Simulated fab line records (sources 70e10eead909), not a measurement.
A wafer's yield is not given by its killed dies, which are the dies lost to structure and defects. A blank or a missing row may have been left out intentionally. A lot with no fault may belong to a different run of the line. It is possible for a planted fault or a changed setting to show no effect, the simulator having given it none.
Which tool is to blame? ; flow nand_harc ; 12 lots, 36 wafers sampled, at 6 steps of a route of 1302

== WHAT EACH GAUGE READ, for each wafer ==
NHARC_P_M0_INSPECT_11.
lot;measured;on;raw_defect_count
L075;day 6 16:02;defect_inspect-02;4 2 5
L077;day 7 07:04;defect_inspect-01;5 2 5
L079;day 8 08:10;defect_inspect-01;2 4 0
L081;day 9 07:32;defect_inspect-02;7 8 5
L084;day 9 20:56;defect_inspect-01;1 3 1
L085;day 10 13:06;defect_inspect-02;5 3 5
L087;day 12 03:51;defect_inspect-01;3 2 5
L089;day 12 02:26;defect_inspect-01;3 3 6
L091;day 13 00:25;defect_inspect-02;4 3 6
L093;day 13 18:44;defect_inspect-02;3 0 3
L095;day 14 21:56;defect_inspect-02;9 9 11
L097;day 15 11:46;defect_inspect-01;1 5 6

== TOOL THAT RAN EACH LOT (tool first, then ch and the chambers of the sampled wafers, then the start) ==
lot;NHARC_P_GATE_DESCUM_31;NHARC_P_GATE_DESCUM_48;NHARC_P_CONTACT_DESCUM_17;NHARC_P_CONTACT_DEGAS_38;NHARC_P_CONTACT_ALD_22
L075;rie_diel-05 ch 0,3, day 5 15:46;rie_diel-05 ch 0,1,2, day 6 03:35;rie_diel-09 ch 0,1,3, day 6 11:46;pvd_sputter-03, day 6 13:22;ald_metal-03 ch 0,2,3, day 6 13:36
L077;rie_diel-12 ch 0,1,3, day 6 06:53;rie_diel-05 ch 1,3, day 6 19:00;rie_diel-13 ch 0,1,2, day 7 03:04;pvd_sputter-03, day 7 04:38;ald_metal-03 ch 0,2, day 7 04:53
L079;rie_diel-12 ch 0,1,3, day 7 08:10;rie_diel-05 ch 1,2,3, day 7 20:02;rie_diel-02 ch 0,2,3, day 8 04:03;pvd_sputter-02, day 8 05:41;ald_metal-02 ch 1,2,3, day 8 06:02
L081;rie_diel-07 ch 0,1,2, day 8 05:06;rie_diel-07 ch 0,1,2, day 8 19:16;rie_diel-13 ch 0,1,2, day 9 03:25;pvd_sputter-03, day 9 04:59;ald_metal-01 ch 0,1,2, day 9 05:14
L084;rie_diel-05 ch 0,2,3, day 8 20:43;rie_diel-12 ch 0,2,3, day 9 08:39;rie_diel-02 ch 1,2, day 9 16:50;pvd_sputter-03, day 9 18:25;ald_metal-02 ch 1,2,3, day 9 18:41
L085;rie_diel-07 ch 0,2, day 9 13:01;rie_diel-05 ch 0,1,2, day 10 01:04;rie_diel-13 ch 1,2,3, day 10 09:08;pvd_sputter-03, day 10 10:42;ald_metal-03 ch 0,2, day 10 10:57
L087;rie_diel-12 ch 1,2, day 11 01:05;rie_diel-05 ch 1,3, day 11 15:07;rie_diel-09 ch 0,2,3, day 11 23:39;pvd_sputter-02, day 12 01:17;ald_metal-03 ch 0,2, day 12 01:32
L089;rie_diel-07 ch 0,2,3, day 11 01:31;rie_diel-12 ch 0,1,2, day 11 13:32;rie_diel-02 ch 0,1, day 11 22:20;pvd_sputter-03, day 11 23:55;ald_metal-02 ch 0,1, day 12 00:10
L091;rie_diel-07 ch 0,1,2, day 12 00:23;rie_diel-07 ch 1,2,3, day 12 12:13;rie_diel-09 ch 0,1,2, day 12 20:28;pvd_sputter-03, day 12 22:03;ald_metal-02 ch 0,1,2, day 12 22:17
L093;rie_diel-05 ch 1,2,3, day 12 18:51;rie_diel-12 ch 1,2, day 13 06:39;rie_diel-09 ch 0,1,3, day 13 14:44;pvd_sputter-01, day 13 16:19;ald_metal-02 ch 0,1,2, day 13 16:34
L095;rie_diel-12 ch 0,2,3, day 13 22:01;rie_diel-05 ch 1,3, day 14 09:47;rie_diel-09 ch 0,1,3, day 14 17:59;pvd_sputter-03, day 14 19:33;ald_metal-01 ch 2,3, day 14 19:47
L097;rie_diel-05 ch 1,2, day 14 11:28;rie_diel-12 ch 0,1,3, day 14 23:29;rie_diel-09 ch 0,1,2, day 15 07:40;pvd_sputter-01, day 15 09:14;ald_metal-01 ch 2,3, day 15 09:30
- NHARC_P_GATE_DESCUM_31: chemistry O2, time 3 s.
- NHARC_P_GATE_DESCUM_48: chemistry O2, time 3 s.
- NHARC_P_CONTACT_DESCUM_17: chemistry O2, time 3 s.
- NHARC_P_CONTACT_DEGAS_38: time 60 s.
- NHARC_P_CONTACT_ALD_22: deposits TiN, target thk 3 nm, pulse time 1 s, ald cycles 150.

== THE ANSWER, worked out from the rows above alone ==
Rule: the lots themselves supply what counts as usual. The widest of any qualifying gaps counts: lots, ordered by their means at a reading, are off when they make up no more than a third of the lots, leave a main group of 4 or more, and stand apart from it by 3 or more times the standard deviation of that group's means. A main group whose means are all the same, to the digits that the tables above print for the reading, isn't used. A lot without any number at a reading at which 4 lots or more have one is off too. Any other lot the step has rows for is counted as sound.
Nothing can be told from this: no lot is off at any reading shown.

== WHAT THE SIMULATOR PUT IN ==
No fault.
